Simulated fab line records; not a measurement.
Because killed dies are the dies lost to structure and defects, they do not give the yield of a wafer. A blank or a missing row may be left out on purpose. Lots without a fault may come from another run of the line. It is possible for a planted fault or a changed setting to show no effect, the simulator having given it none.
A lot that was struck, set against a sound lot | flow nandHarc | 14 steps out of a route of 1302
Sound: these wafers, L344.1, L344.5, L344.6. The struck wafers were L361.1, L361.2, L361.4. The cause comes at the end.
Per side, at each step with rows, come the tool, then ch with its chambers, and then its first start. Under that, the readings that differ: sound wafers | struck wafers | difference of the means | sigmas: that difference in standard deviations of wafers without a fault.
alike: readings whose means differ by less than 2 such deviations, and words and numbers that are the same on both sides. not compared: withheld readings, readings that some wafer has no value for, bounds like >300 that may hide the same value, and numbers for which the record gives no deviation and whose values overlap.
The two part at a step that has a row with sigmas, a row that says differs or no value, or rows on one side only. Numbers that don't overlap but have no deviation are shown without sigmas and don't part them. A reading that every wafer of one side lacks parts them only if that side has two wafers or more.

first, 1 step without rows for these wafers: NHARC_A_ONON_D1_DEP_19 (target thk 1000 nm).
NHARC_A_ONON_D1_THK_MEAS_21: measures by ellipsometry.
  sound on filmMetro-01 at day 9 02:10; struck on filmMetro-01 at day 16 10:25
  alike: thkNm
then NHARC_A_ONON_D1_DEP_22 (target thk 1000 nm), 1 step lacking rows for these wafers.
NHARC_A_ONON_D1_THK_MEAS_24: measures by ellipsometry.
  sound on filmMetro-02 at day 9 02:44; struck on filmMetro-01 at day 16 10:59
  alike: thkNm
then NHARC_A_ONON_D1_DEP_25 (target thk 1000 nm), 1 step lacking rows for these wafers.
NHARC_A_ONON_D1_THK_MEAS_27: measures by ellipsometry.
  sound on filmMetro-01 at day 9 03:18; struck on filmMetro-01 at day 16 11:33
  alike: thkNm
then NHARC_A_ONON_D1_DEP_28 (target thk 1000 nm), 1 step lacking rows for these wafers.
NHARC_A_ONON_D1_THK_MEAS_30: measures by ellipsometry.
  sound on filmMetro-01 at day 9 03:52; struck on filmMetro-02 at day 16 12:08
reading    | sound          | struck      | difference | sigmas
thkNm (nm) | 1010 1010 1011 | 981 980 981 | -30        | -2
NHARC_A_ONON_D1_DEP_33: deposits SiO2, target thk 200 nm.
  sound on pecvd-02 ch 0,1, day 9 04:01; struck on pecvd-04 ch 0,2, day 16 12:42
  alike: chamberPressureTorr, heaterPowerW, rfFwdPowerW, throttleValvePct
NHARC_A_ONON_D1_THK_MEAS_34: measures by ellipsometry.
  sound on filmMetro-01 at day 9 04:20; struck on filmMetro-01 at day 16 13:04
  alike: thkNm
NHARC_A_ONON_D1_INSPECT_32:
  sound on defectInspect-02 at day 9 04:25; struck on defectInspect-02 at day 16 13:09
  alike: rawDefectCount
NHARC_A_CHANNEL_HOLE_D1_DEP_00: deposits aC, target thk 3100 nm.
  sound on aclDep-03 ch 0, day 9 06:58; struck on aclDep-02 ch 0, day 16 16:02
  alike: throttleValvePct
NHARC_A_CHANNEL_HOLE_D1_DEP_01: deposits SiON, target thk 140 nm.
  sound on pecvd-01 ch 0,1,2, day 9 08:56; struck on pecvd-01 ch 0,2, day 16 18:06
  alike: chamberPressureTorr, heaterPowerW, rfFwdPowerW
-- record jumps: 17 days between struck wafers' starts before vs after; left off in module A_CHANNEL_HOLE_D1, resumes in module END, first step shown is number 1302 of the route --
NHARC_END_SORT_01:
  at this point the record logs the struck wafers (prober-02 ch 0, day 33 07:08) and has no rows for the sound ones

WHERE THEY PART
First at NHARC_A_ONON_D1_THK_MEAS_30; last, within this record, at NHARC_END_SORT_01.

WHY: what the simulator had put in
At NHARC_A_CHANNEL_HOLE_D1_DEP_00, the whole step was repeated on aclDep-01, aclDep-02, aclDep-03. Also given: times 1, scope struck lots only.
